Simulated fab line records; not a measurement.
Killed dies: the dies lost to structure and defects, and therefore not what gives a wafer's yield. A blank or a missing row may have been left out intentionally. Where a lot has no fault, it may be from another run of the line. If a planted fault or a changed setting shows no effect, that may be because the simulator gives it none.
What tool caused it? + flow n5-finfet + 72 wafers from 24 lots sampled at 5 of the route's 1938 steps

WHAT THE GAUGES READ, wafer by wafer
N5_BEOL_M6_CD_MEAS_35: target cd 40 nm, target cd y 28 nm.
| lot  | measured     | on        | cd-nm (nm)     |
|------|--------------|-----------|----------------|
| L074 | day 8 14:38  | cd-sem-03 | 40.9 40.3 40.7 |
| L075 | day 8 23:33  | cd-sem-01 | 39.3 39.8 40.0 |
| L076 | day 9 08:14  | cd-sem-03 | 40.2 41.1 40.6 |
| L077 | day 9 19:01  | cd-sem-01 | 39.4 39.5 39.6 |
| L079 | day 10 05:04 | cd-sem-02 | 40.8 41.6 41.0 |
| L080 | day 10 11:13 | cd-sem-02 | 41.0 40.2 40.6 |
| L078 | day 10 11:36 | cd-sem-02 | 39.4 40.1 39.8 |
| L081 | day 10 15:46 | cd-sem-02 | 39.9 40.3 40.3 |
| L082 | day 10 18:25 | cd-sem-01 | 40.4 39.7 41.0 |
| L085 | day 11 12:13 | cd-sem-02 | 39.9 40.7 40.9 |
| L084 | day 11 16:19 | cd-sem-03 | 40.0 40.6 40.5 |
| L083 | day 11 18:21 | cd-sem-03 | 39.4 40.3 40.9 |
| L087 | day 12 01:16 | cd-sem-02 | 39.9 40.8 39.3 |
| L086 | day 12 03:34 | cd-sem-03 | 40.4 41.0 40.9 |
| L088 | day 12 14:45 | cd-sem-01 | 39.3 39.9 39.6 |
| L090 | day 12 16:05 | cd-sem-03 | 40.0 40.4 40.2 |
| L091 | day 13 01:28 | cd-sem-02 | 40.1 39.7 39.8 |
| L089 | day 13 09:23 | cd-sem-02 | 39.8 39.5 39.4 |
| L092 | day 13 15:13 | cd-sem-03 | 40.7 39.8 40.2 |
| L093 | day 13 19:11 | cd-sem-03 | 39.7 40.6 39.7 |
| L094 | day 13 22:29 | cd-sem-01 | 40.3 40.5 40.5 |
| L095 | day 14 09:07 | cd-sem-02 | 40.0 39.8 39.8 |
| L096 | day 14 14:52 | cd-sem-03 | 40.8 39.9 40.2 |
| L097 | day 14 23:59 | cd-sem-03 | 39.5 40.1 39.7 |

N5_BEOL_M6_THK_MEAS_53: measures by xrf.
| lot  | measured     | on            | M6_THK (nm)    |
|------|--------------|---------------|----------------|
| L074 | day 8 17:48  | film-metro-01 | 79.8 78.3 81.5 |
| L075 | day 9 03:25  | film-metro-01 | 80.0 81.9 80.2 |
| L076 | day 9 10:59  | film-metro-02 | 78.5 78.5 77.4 |
| L077 | day 9 21:41  | film-metro-02 | 80.5 77.0 76.4 |
| L079 | day 10 07:59 | film-metro-01 | 76.8 81.0 81.6 |
| L080 | day 10 13:58 | film-metro-01 | 81.2 75.7 79.0 |
| L078 | day 10 14:25 | film-metro-02 | 77.5 81.3 79.2 |
| L081 | day 10 19:07 | film-metro-02 | 78.1 80.4 76.8 |
| L082 | day 10 21:33 | film-metro-02 | 78.7 79.2 81.4 |
| L085 | day 11 14:51 | film-metro-01 | 80.4 79.5 81.9 |
| L084 | day 11 18:52 | film-metro-01 | 77.9 78.7 77.9 |
| L083 | day 11 21:04 | film-metro-02 | 74.9 80.6 75.8 |
| L087 | day 12 04:04 | film-metro-01 | 81.3 77.1 80.5 |
| L086 | day 12 05:45 | film-metro-01 | 81.5 78.4 78.0 |
| L088 | day 12 18:28 | film-metro-02 | 79.4 76.5 80.5 |
| L090 | day 12 19:12 | film-metro-02 | 78.9 77.0 75.5 |
| L091 | day 13 04:23 | film-metro-01 | 81.0 78.3 78.2 |
| L089 | day 13 12:04 | film-metro-01 | 81.4 80.1 81.2 |
| L092 | day 13 17:39 | film-metro-02 | 80.9 79.5 82.8 |
| L093 | day 13 23:21 | film-metro-01 | 82.3 82.5 80.0 |
| L094 | day 14 02:22 | film-metro-02 | 80.0 80.6 81.1 |
| L095 | day 14 12:36 | film-metro-02 | 80.4 80.6 78.0 |
| L096 | day 14 17:40 | film-metro-01 | 78.3 78.9 80.6 |
| L097 | day 15 02:13 | film-metro-02 | 80.3 83.0 82.6 |

N5_BEOL_M7_INSPECT_13: inspects for defects (brightfield).
| lot  | measured     | on                | raw-defect-count |
|------|--------------|-------------------|------------------|
| L074 | day 8 19:26  | defect-inspect-01 | 305 302 406      |
| L075 | day 9 05:11  | defect-inspect-01 | 433 494 423      |
| L076 | day 9 13:07  | defect-inspect-02 | 408 315 477      |
| L077 | day 10 00:22 | defect-inspect-01 | 651 642 663      |
| L079 | day 10 11:59 | defect-inspect-01 | 487 367 492      |
| L080 | day 10 17:20 | defect-inspect-01 | 445 356 437      |
| L078 | day 10 17:35 | defect-inspect-02 | 471 455 481      |
| L081 | day 10 21:29 | defect-inspect-01 | 350 415 333      |
| L082 | day 11 01:00 | defect-inspect-02 | 515 529 542      |
| L085 | day 11 17:03 | defect-inspect-01 | 411 402 398      |
| L084 | day 11 22:04 | defect-inspect-02 | 388 316 397      |
| L083 | day 11 23:11 | defect-inspect-02 | 461 390 451      |
| L087 | day 12 05:32 | defect-inspect-02 | 398 425 396      |
| L086 | day 12 08:23 | defect-inspect-02 | 441 458 350      |
| L088 | day 12 21:30 | defect-inspect-02 | 291 342 274      |
| L090 | day 12 21:39 | defect-inspect-02 | 412 488 432      |
| L091 | day 13 06:23 | defect-inspect-01 | 464 309 308      |
| L089 | day 13 15:49 | defect-inspect-01 | 343 369 675      |
| L092 | day 13 19:09 | defect-inspect-02 | 365 378 475      |
| L093 | day 14 00:59 | defect-inspect-01 | 294 343 357      |
| L094 | day 14 04:07 | defect-inspect-01 | 438 423 421      |
| L095 | day 14 15:20 | defect-inspect-02 | 253 322 310      |
| L096 | day 14 20:38 | defect-inspect-02 | 307 247 382      |
| L097 | day 15 05:17 | defect-inspect-02 | 594 603 411      |

EACH LOT AND THE TOOL THAT RAN IT (in order: tool; ch and the chambers of the sampled wafers; start)
| lot  | N5_BEOL_M6_SPUTTER_48        | N5_BEOL_M6_CMP_52             |
|------|------------------------------|-------------------------------|
| L074 | pvd-sputter-03, day 8 17:00  | cmp-04 ch 1,2,3, day 8 17:33  |
| L075 | pvd-sputter-02, day 9 02:37  | cmp-01 ch 1,2,3, day 9 03:10  |
| L076 | pvd-sputter-03, day 9 09:44  | cmp-01 ch 0,1, day 9 10:41    |
| L077 | pvd-sputter-01, day 9 20:53  | cmp-03 ch 2,3, day 9 21:23    |
| L079 | pvd-sputter-02, day 10 06:51 | cmp-03 ch 1,3, day 10 07:43   |
| L080 | pvd-sputter-03, day 10 12:45 | cmp-04 ch 0,1,3, day 10 13:41 |
| L078 | pvd-sputter-03, day 10 13:00 | cmp-04 ch 2,3, day 10 14:10   |
| L081 | pvd-sputter-03, day 10 17:56 | cmp-04 ch 0,1,2, day 10 18:53 |
| L082 | pvd-sputter-01, day 10 20:45 | cmp-01 ch 0,2, day 10 21:16   |
| L085 | pvd-sputter-02, day 11 13:37 | cmp-03 ch 0,1,3, day 11 14:33 |
| L084 | pvd-sputter-03, day 11 17:47 | cmp-01 ch 1,3, day 11 18:37   |
| L083 | pvd-sputter-03, day 11 20:16 | cmp-01 ch 1,2,3, day 11 20:50 |
| L087 | pvd-sputter-03, day 12 03:16 | cmp-04 ch 0,1,3, day 12 03:46 |
| L086 | pvd-sputter-02, day 12 04:46 | cmp-04 ch 0,1,3, day 12 05:30 |
| L088 | pvd-sputter-01, day 12 17:39 | cmp-01 ch 2,3, day 12 18:10   |
| L090 | pvd-sputter-03, day 12 18:23 | cmp-04 ch 0,1,2, day 12 18:55 |
| L091 | pvd-sputter-02, day 13 02:48 | cmp-01 ch 0,3, day 13 04:06   |
| L089 | pvd-sputter-03, day 13 10:40 | cmp-04 ch 0,1, day 13 11:46   |
| L092 | pvd-sputter-02, day 13 16:20 | cmp-03 ch 0,2, day 13 17:21   |
| L093 | pvd-sputter-03, day 13 22:33 | cmp-01 ch 0,1,3, day 13 23:04 |
| L094 | pvd-sputter-02, day 14 00:12 | cmp-01 ch 1,2,3, day 14 02:09 |
| L095 | pvd-sputter-03, day 14 11:47 | cmp-01 ch 2,3, day 14 12:18   |
| L096 | pvd-sputter-03, day 14 16:47 | cmp-01 ch 0,1,2, day 14 17:22 |
| L097 | pvd-sputter-01, day 15 01:21 | cmp-03 ch 0,2,3, day 15 01:55 |
- N5_BEOL_M6_SPUTTER_48: material Cu, target thk 10 nm, time 1.667 s.
- N5_BEOL_M6_CMP_52: polishes, stops on SiCOH lowk, t overpolish 6.9 s, target thk 80 nm.

WHAT THE TOOLS THEMSELVES READ (means of the sampled wafers that have a number; where no wafer has one, the mark that the record gives instead)
N5_BEOL_M6_SPUTTER_48.
| lot  | tool           | bias-v (V) | throttle-valve-pct (%) |
|------|----------------|------------|------------------------|
| L074 | pvd-sputter-03 | 59.8       | 30.1                   |
| L075 | pvd-sputter-02 | 59.9       | 30.8                   |
| L076 | pvd-sputter-03 | 59.7       | 29.9                   |
| L077 | pvd-sputter-01 | 59.7       | 30.2                   |
| L079 | pvd-sputter-02 | 59.9       | 30.6                   |
| L080 | pvd-sputter-03 | 59.8       | 30.2                   |
| L078 | pvd-sputter-03 | 60.4       | 30.2                   |
| L081 | pvd-sputter-03 | 59.7       | 30.3                   |
| L082 | pvd-sputter-01 | 59.6       | 30.4                   |
| L085 | pvd-sputter-02 | 60.2       | 30.6                   |
| L084 | pvd-sputter-03 | 60.0       | 30.2                   |
| L083 | pvd-sputter-03 | 59.6       | 30.1                   |
| L087 | pvd-sputter-03 | 59.5       | 30.0                   |
| L086 | pvd-sputter-02 | 59.6       | 30.6                   |
| L088 | pvd-sputter-01 | 60.3       | 30.2                   |
| L090 | pvd-sputter-03 | 59.4       | 30.2                   |
| L091 | pvd-sputter-02 | 60.1       | 30.7                   |
| L089 | pvd-sputter-03 | 59.5       | 30.2                   |
| L092 | pvd-sputter-02 | 60.5       | 31.1                   |
| L093 | pvd-sputter-03 | 60.7       | 30.3                   |
| L094 | pvd-sputter-02 | 60.4       | 30.7                   |
| L095 | pvd-sputter-03 | 60.0       | 29.9                   |
| L096 | pvd-sputter-03 | 60.2       | 30.0                   |
| L097 | pvd-sputter-01 | 60.1       | 30.2                   |

N5_BEOL_M6_CMP_52.
| lot  | tool   | barrier-field-endpoint-s (s) | clearing-platen-down-force-psi (psi) | head-pressure-psi (psi) | motor-current-A (A) | overpolish-run-s (s) | time-to-endpoint-s (s) |
|------|--------|------------------------------|--------------------------------------|-------------------------|---------------------|----------------------|------------------------|
| L074 | cmp-04 | 29.8                         | 1.5006                               | 1.0006                  | 5.9                 | 6.897                | 66.5                   |
| L075 | cmp-01 | 28.7                         | 1.5013                               | 0.9986                  | 5.3                 | 6.889                | 61.5                   |
| L076 | cmp-01 | 28.5                         | 1.4998                               | 0.9992                  | 5.7                 | 6.904                | 63.7                   |
| L077 | cmp-03 | 29.7                         | 1.5039                               | 0.9996                  | 7.2                 | 6.911                | 66.5                   |
| L079 | cmp-03 | 29.9                         | 1.4985                               | 0.9997                  | 5.8                 | 6.895                | 63.9                   |
| L080 | cmp-04 | 29.2                         | 1.5006                               | 1.0004                  | 5.9                 | 6.902                | 62.1                   |
| L078 | cmp-04 | 29.3                         | 1.4962                               | 0.9998                  | 5.6                 | 6.901                | 62.4                   |
| L081 | cmp-04 | 29.5                         | 1.4981                               | 1.0023                  | 6.0                 | 6.893                | 62.4                   |
| L082 | cmp-01 | 29.0                         | 1.5006                               | 1.0014                  | 5.8                 | 6.898                | 63.6                   |
| L085 | cmp-03 | 29.5                         | 1.5014                               | 0.9986                  | 6.4                 | 6.893                | 65.2                   |
| L084 | cmp-01 | 29.3                         | 1.5013                               | 0.9999                  | 5.3                 | 6.898                | 61.5                   |
| L083 | cmp-01 | 29.5                         | 1.4998                               | 1.0018                  | 5.4                 | 6.909                | 64.6                   |
| L087 | cmp-04 | 29.6                         | 1.4997                               | 0.9985                  | 6.1                 | 6.906                | 65.4                   |
| L086 | cmp-04 | 29.1                         | 1.5023                               | 0.9989                  | 5.9                 | 6.905                | 63.8                   |
| L088 | cmp-01 | 28.7                         | 1.4976                               | 1.0008                  | 5.5                 | 6.911                | 59.7                   |
| L090 | cmp-04 | 28.9                         | 1.5009                               | 0.9991                  | 6.0                 | 6.906                | 60.8                   |
| L091 | cmp-01 | 29.1                         | 1.4986                               | 0.9991                  | 5.7                 | 6.897                | 61.1                   |
| L089 | cmp-04 | 29.0                         | 1.5012                               | 0.9991                  | 6.2                 | 6.898                | 63.7                   |
| L092 | cmp-03 | 29.0                         | 1.4995                               | 1.0001                  | 6.7                 | 6.906                | 64.6                   |
| L093 | cmp-01 | 29.1                         | 1.4995                               | 0.9995                  | 5.6                 | 6.896                | 64.0                   |
| L094 | cmp-01 | 29.2                         | 1.4983                               | 1.0002                  | 5.3                 | 6.898                | 64.2                   |
| L095 | cmp-01 | 29.7                         | 1.4990                               | 1.0009                  | 5.3                 | 6.900                | 61.9                   |
| L096 | cmp-01 | 29.4                         | 1.5004                               | 1.0009                  | 5.7                 | 6.900                | 61.8                   |
| L097 | cmp-03 | 29.8                         | 1.5036                               | 1.0002                  | 7.0                 | 6.905                | 65.3                   |

THE ANSWER, worked out from the rows above alone
Rule: the usual values come from the lots themselves. Put in order of their means at a reading, lots are off if they are a third of the lots or fewer, leave a main group of 4 or more, and stand apart from it by a gap of 3 or more times the standard deviation of the main group's means; of several such gaps the widest counts. Not used: any main group whose means are identical at the precision the tables above print for the reading. Also off: a lot with no number at a reading for which 4 or more lots have one. Where the step has rows for the other lots, those lots are counted as sound. First the gauges in route order, then the tools' own readings, where a lot's mean is used as printed above. At the first step where some lot is off, the reading lying furthest off is the one used; lots without a number count as furthest.
Across all readings shown, no lot is off: no conclusion can be drawn from this.

WHAT THE SIMULATOR HAD PUT IN
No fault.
